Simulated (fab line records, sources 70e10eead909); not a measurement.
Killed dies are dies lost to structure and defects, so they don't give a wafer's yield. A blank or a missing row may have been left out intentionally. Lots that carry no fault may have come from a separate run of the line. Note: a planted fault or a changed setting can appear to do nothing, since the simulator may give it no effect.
Which tool did it? | flow nandHarc | 11 lots, 33 wafers sampled, at 5 steps of a route of 1302

## WHAT THE GAUGES SHOWED, per wafer
NHARC_A_CONTACT_CD_MEAS_15. Usual: 189.9 nm for cdNm, sd 0.65.
lot  | measured     | on       | cdNm (nm)         | flag
L799 | day 22 23:23 | cdSem-01 | 189.8 189.4 190.0 | 
L800 | day 23 05:48 | cdSem-03 | 189.6 190.7 190.4 | 
L803 | day 24 03:46 | cdSem-03 | 188.7 188.1 188.4 | 
L806 | day 26 07:34 | cdSem-03 | 189.9 189.0 189.6 | 
L811 | day 28 03:26 | cdSem-02 | 190.6 190.2 189.6 | 
L812 | day 28 16:05 | cdSem-02 | 189.9 190.0 189.2 | 
L814 | day 28 18:47 | cdSem-02 | 188.9 188.8 190.1 | 
L815 | day 29 22:02 | cdSem-02 | 190.0 189.2 188.6 | 
L818 | day 30 13:33 | cdSem-01 | 189.4 190.0 189.9 | 
L819 | day 31 11:48 | cdSem-03 | 190.9 190.2 190.2 | 
L820 | day 31 18:37 | cdSem-03 | 190.0 189.7 189.3 | 

NHARC_END_SORT_01. Usual: killedAtArray 55, standard deviation 20; killedAtOther 0.7, standard deviation 0.96; killedAtPeriphery 4.1, standard deviation 2.4; killedDies 60, standard deviation 20; killedOpen 3.3, standard deviation 1.9; killedShort 2.8, standard deviation 1.6.
lot  | measured     | on        | killedAtArray | killedAtOther | killedAtPeriphery | killedDies  | killedOpen | killedShort | flag
L811 | day 30 01:54 | prober-01 | 669 671 673   | 4 1 0         | 4 5 4             | 677 677 677 | 4 1 5      | 1 2 3       | OFF
L812 | day 30 19:53 | prober-02 | 672 673 671   | 0 0 2         | 5 4 4             | 677 677 677 | 6 7 6      | 4 4 1       | OFF
L814 | day 30 18:16 | prober-01 | 674 674 675   | 2 2 0         | 1 1 2             | 677 677 677 | 1 6 4      | 0 3 3       | OFF

## WHICH TOOL RAN EACH LOT (tool, then ch and the chambers of the sampled wafers, then the start)
lot  | NHARC_A_CONTACT_ETCH_92           | NHARC_A_CONTACT_STRIP_26                     | NHARC_A_BLC_ETCH_16
L799 | rieDiel-04 ch 0,3, day 22 23:08   | rieDiel-04 ch 0,2,3, day 23 02:43 or earlier | rieDiel-07 ch 0,1,3, day 23 02:43
L800 | rieDiel-13 ch 0,2, day 23 05:35   | rieDiel-11 ch 0,1,3, day 23 09:51 or earlier | rieDiel-06 ch 0,1,3, day 23 09:51
L803 | rieDiel-13 ch 0,1,3, day 24 03:34 | rieDiel-04 ch 1,2,3, day 24 06:59 or earlier | rieDiel-06 ch 0,1,2, day 24 06:59
L806 | rieDiel-13 ch 0,1,3, day 26 07:20 | rieDiel-04 ch 0,1,2, day 26 10:47 or earlier | rieDiel-06 ch 0,2,3, day 26 10:47
L811 | rieDiel-04 ch 1,2,3, day 28 03:15 | rieDiel-04 ch 0,2,3, day 28 06:43 or earlier | rieDiel-06 ch 0,1,3, day 28 06:43
L812 | rieDiel-04 ch 1,2, day 28 15:25   | rieDiel-04 ch 0,1,3, day 28 19:22 or earlier | rieDiel-03 ch 1,2, day 28 19:22
L814 | rieDiel-13 ch 1,2,3, day 28 18:35 | rieDiel-13 ch 0,1, day 28 21:59 or earlier   | rieDiel-07 ch 1,2, day 28 21:59
L815 | rieDiel-04 ch 1,2,3, day 29 21:50 | rieDiel-11 ch 0,1,2, day 30 02:01 or earlier | rieDiel-07 ch 0,1,2, day 30 02:01
L818 | rieDiel-11 ch 0,1,3, day 30 13:21 | rieDiel-11 ch 0,2, day 30 16:51 or earlier   | rieDiel-03 ch 0,1,2, day 30 16:51
L819 | rieDiel-13 ch 0,1,2, day 31 11:37 | rieDiel-04 ch 2,3, day 31 15:02 or earlier   | rieDiel-07 ch 0,2, day 31 15:02
L820 | rieDiel-04 ch 0,1,2, day 31 18:25 | rieDiel-04 ch 0,1,3, day 31 21:56 or earlier | rieDiel-07 ch 1,2,3, day 31 21:56
- NHARC_A_CONTACT_ETCH_92: etches the open film in CH3F/O2, target depth 40 nm, time 85.7 s.
- NHARC_A_CONTACT_STRIP_26: strips in O2.
- NHARC_A_BLC_ETCH_16: etches the open film in CF4, target depth 39 nm, time 65 s.

## WHAT THE TOOLS THEMSELVES READ (means of the sampled wafers that have a number; where no wafer has one, the mark that the record gives instead)
NHARC_A_CONTACT_ETCH_92. Usual: biasW 99.99 W, standard deviation 0.28; ch3fFlowSccm 50.00 sccm, standard deviation 0.16; drypumpMotorCurrentA 5.6 A, standard deviation 0.39; mfcArSccm 200.1 sccm, standard deviation 0.63; oesProductAu 0.95 a.u., standard deviation 0.032; rfVppV 243.8 V, standard deviation 1.4; showerheadPlenumPTorr 2.41 Torr, standard deviation 0.083; throttleValvePct 20.662 %, standard deviation 0.0083.
lot  | tool       | biasW (W) | ch3fFlowSccm (sccm) | drypumpMotorCurrentA (A) | mfcArSccm (sccm) | oesProductAu (a.u.) | rfVppV (V) | showerheadPlenumPTorr (Torr) | throttleValvePct (%) | flag
L799 | rieDiel-04 | 99.77     | 50.04               | 5.6                      | 199.8            | 0.93                | 243.3      | 2.41                         | 20.664               | 
L800 | rieDiel-13 | 100.23    | 50.02               | 5.9                      | 200.2            | 1.00                | 242.5      | 2.36                         | 20.671               | 
L803 | rieDiel-13 | 99.88     | 49.98               | 5.5                      | 199.9            | 0.92                | 244.8      | 2.46                         | 20.661               | 
L806 | rieDiel-13 | 99.91     | 49.97               | 5.5                      | 200.4            | 1.00                | 244.4      | 2.46                         | 20.672               | 
L811 | rieDiel-04 | 99.93     | 49.99               | 5.5                      | 200.6            | 1.00                | 243.7      | 2.39                         | 20.670               | 
L812 | rieDiel-04 | 99.93     | 50.05               | 5.5                      | 200.0            | 0.94                | 243.4      | 2.39                         | 20.664               | 
L814 | rieDiel-13 | 99.88     | 49.98               | 5.2                      | 200.0            | 0.92                | 243.9      | 2.43                         | 20.664               | 
L815 | rieDiel-04 | 100.16    | 50.07               | 5.5                      | 199.4            | 0.94                | 243.8      | 2.39                         | 20.654               | 
L818 | rieDiel-11 | 100.20    | 50.03               | 6.2                      | 200.3            | 1.00                | 245.6      | 2.53                         | 20.670               | 
L819 | rieDiel-13 | 99.83     | 49.91               | 5.6                      | 200.0            | 0.92                | 243.0      | 2.35                         | 20.662               | 
L820 | rieDiel-04 | 100.11    | 49.92               | 5.4                      | 200.2            | 0.92                | 244.0      | 2.37                         | 20.663               | 

NHARC_A_CONTACT_STRIP_26. Usual: drypumpMotorCurrentA 5.6 A, standard deviation 0.38; mfcArSccm 0.004 sccm, standard deviation 0.0083; oesProductAu 1.000 a.u., standard deviation 0.0096; rfVppV 57.7 V, standard deviation 0.86; showerheadPlenumPTorr 3.47 Torr, standard deviation 0.11; throttleValvePct 17.037 %, standard deviation 0.01.
lot  | tool       | drypumpMotorCurrentA (A) | mfcArSccm (sccm) | oesProductAu (a.u.) | rfVppV (V) | showerheadPlenumPTorr (Torr) | throttleValvePct (%) | flag
L799 | rieDiel-04 | 5.6                      | 0.007            | 1.008               | 57.8       | 3.48                         | 17.037               | 
L800 | rieDiel-11 | 6.2                      | 0.000            | 0.992               | 58.4       | 3.65                         | 17.034               | 
L803 | rieDiel-04 | 5.5                      | 0.007            | 0.999               | 57.5       | 3.44                         | 17.045               | 
L806 | rieDiel-04 | 5.5                      | 0.000            | 1.004               | 57.2       | 3.41                         | 17.044               | 
L811 | rieDiel-04 | 5.6                      | 0.007            | 0.997               | 58.4       | 3.47                         | 17.035               | 
L812 | rieDiel-04 | 5.4                      | 0.007            | 0.994               | 57.7       | 3.42                         | 17.022               | 
L814 | rieDiel-13 | 5.4                      | 0.000            | 0.993               | 56.9       | 3.40                         | 17.038               | 
L815 | rieDiel-11 | 5.9                      | 0.000            | 1.001               | 57.4       | 3.50                         | 17.044               | 
L818 | rieDiel-11 | 5.8                      | 0.000            | 1.005               | 58.4       | 3.58                         | 17.040               | 
L819 | rieDiel-04 | 5.7                      | 0.007            | 1.000               | 58.0       | 3.48                         | 17.026               | 
L820 | rieDiel-04 | 5.5                      | 0.007            | 0.998               | 57.8       | 3.41                         | 17.034               | 

NHARC_A_BLC_ETCH_16. Usual: biasW 100.00 W, standard deviation 0.28; cf4FlowSccm 150.0 sccm, standard deviation 0.44; drypumpMotorCurrentA 5.7 A, standard deviation 0.49; mfcArSccm 0.010 sccm, standard deviation 0.013; oesProductAu 0.996 a.u., standard deviation 0.01; rfVppV 151.4 V, standard deviation 1.3; showerheadPlenumPTorr 1.78 Torr, standard deviation 0.08; throttleValvePct 13.286 %, standard deviation 0.0083.
lot  | tool       | biasW (W) | cf4FlowSccm (sccm) | drypumpMotorCurrentA (A) | mfcArSccm (sccm) | oesProductAu (a.u.) | rfVppV (V) | showerheadPlenumPTorr (Torr) | throttleValvePct (%) | flag
L799 | rieDiel-07 | 100.20    | 150.7              | 5.7                      | 0.009            | 1.008               | 150.3      | 1.73                         | 13.292               | 
L800 | rieDiel-06 | 100.02    | 150.2              | 5.6                      | 0.006            | 0.996               | 152.1      | 1.82                         | 13.281               | 
L803 | rieDiel-06 | 100.07    | 150.2              | 5.5                      | 0.018            | 0.992               | 152.0      | 1.79                         | 13.284               | 
L806 | rieDiel-06 | 99.84     | 149.6              | 5.8                      | 0.012            | 0.995               | 152.4      | 1.85                         | 13.290               | 
L811 | rieDiel-06 | -         | -                  | -                        | -                | -                   | -          | -                            | -                    | OFF
L812 | rieDiel-03 | -         | -                  | -                        | -                | -                   | -          | -                            | -                    | OFF
L814 | rieDiel-07 | -         | -                  | -                        | -                | -                   | -          | -                            | -                    | OFF
L815 | rieDiel-07 | 100.16    | 149.7              | 6.1                      | 0.001            | 1.005               | 151.5      | 1.73                         | 13.279               | 
L818 | rieDiel-03 | 100.05    | 149.9              | 5.3                      | 0.007            | 0.997               | 150.9      | 1.78                         | 13.282               | 
L819 | rieDiel-07 | 100.00    | 150.2              | 6.0                      | 0.000            | 1.006               | 150.4      | 1.70                         | 13.284               | 
L820 | rieDiel-07 | 100.09    | 149.8              | 6.0                      | 0.009            | 1.004               | 151.6      | 1.74                         | 13.293               | 

## THE ANSWER, worked out from the rows above alone
Rule: lot off if the mean of its wafers having a number is beyond 3 standard deviations from the usual mean. Also off: a lot with no number at a reading for which 4 or more lots have one. Any other lot the step has rows for is counted as sound. After the gauges, taken in route order, come the tools' own readings; for these a lot's mean is taken, as printed above. The first step at which some lot is off is used, and at that step the reading that is off furthest; a lot without a number counts as furthest.
Off: L811, L812, L814 (NHARC_END_SORT_01, killedAtArray). Neither off nor sound, because the step has no rows for them: L799, L800, L803, L806, L815, L818, L819, L820.
A tool fits if, at a process step before that reading, it ran every lot that is off, and no sound lot after the first of them. Not tried: the gauges at NHARC_END_SORT_01; whatever is off there is also off at NHARC_A_BLC_ETCH_16, on other tools, and gauge error can't account for it. NHARC_A_CONTACT_STRIP_26: start missing for some lots; hours and lot order therefore follow NHARC_A_BLC_ETCH_16. Not one of the candidates tried fits.

## WHAT THE SIMULATOR HAD INSERTED
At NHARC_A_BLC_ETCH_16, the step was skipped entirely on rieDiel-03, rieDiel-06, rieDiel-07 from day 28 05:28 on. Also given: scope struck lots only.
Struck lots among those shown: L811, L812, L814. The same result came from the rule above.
